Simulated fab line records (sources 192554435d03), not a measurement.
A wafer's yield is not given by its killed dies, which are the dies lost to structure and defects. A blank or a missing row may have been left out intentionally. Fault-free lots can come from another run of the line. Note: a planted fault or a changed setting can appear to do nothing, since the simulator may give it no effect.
Matching of chambers ; flow n5Finfet ; N5_BEOL_M6_STRIP_67 on rieDiel-03 has 4 sister chambers
The step strips in CF4. 4 wafers are shown with their chamber, then 7 later ones without.

## WAFERS, EACH WITH ITS CHAMBER
wafer;chamber;showerheadPlenumPTorr (Torr)
L079.2;0;1.76
L079.3;3;1.73
L082.1;2;1.86
L082.4;1;1.76

## WAFERS WITH NO CHAMBER GIVEN
wafer;showerheadPlenumPTorr (Torr)
L082.5;1.72
L088.1;1.72
L088.2;1.85
L088.6;1.75
L096.1;1.72
L096.2;1.75
L096.5;1.85

## WHICH CHAMBER EACH WENT THROUGH
wafer;from the rows above;in truth
L082.5;3;3
L088.1;3;3
L088.2;2;2
L088.6;can't be placed: 0 or 1 or 3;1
L096.1;3;3
L096.2;can't be placed: 0 or 1 or 3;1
L096.5;2;2
Correct placement for 5 of the 7. Unplaceable from these rows: 2, with the true chamber sitting among the candidates in 2. 0 placed wrongly.
How it was worked out, from the rows above alone: a wafer's distance from a chamber is the root of the sum, over the readings, of the square of ((its reading less the chamber's mean) divided by the reading's scatter). If the next closest chamber is less than 2 further off than the closest, the wafer can't be placed; otherwise it belongs to the closest. The mean given for a chamber averages the wafers shown for that chamber. The scatter: root of mean squared gap, hidden wafer to nearest shown wafer, with one shown wafer a chamber.
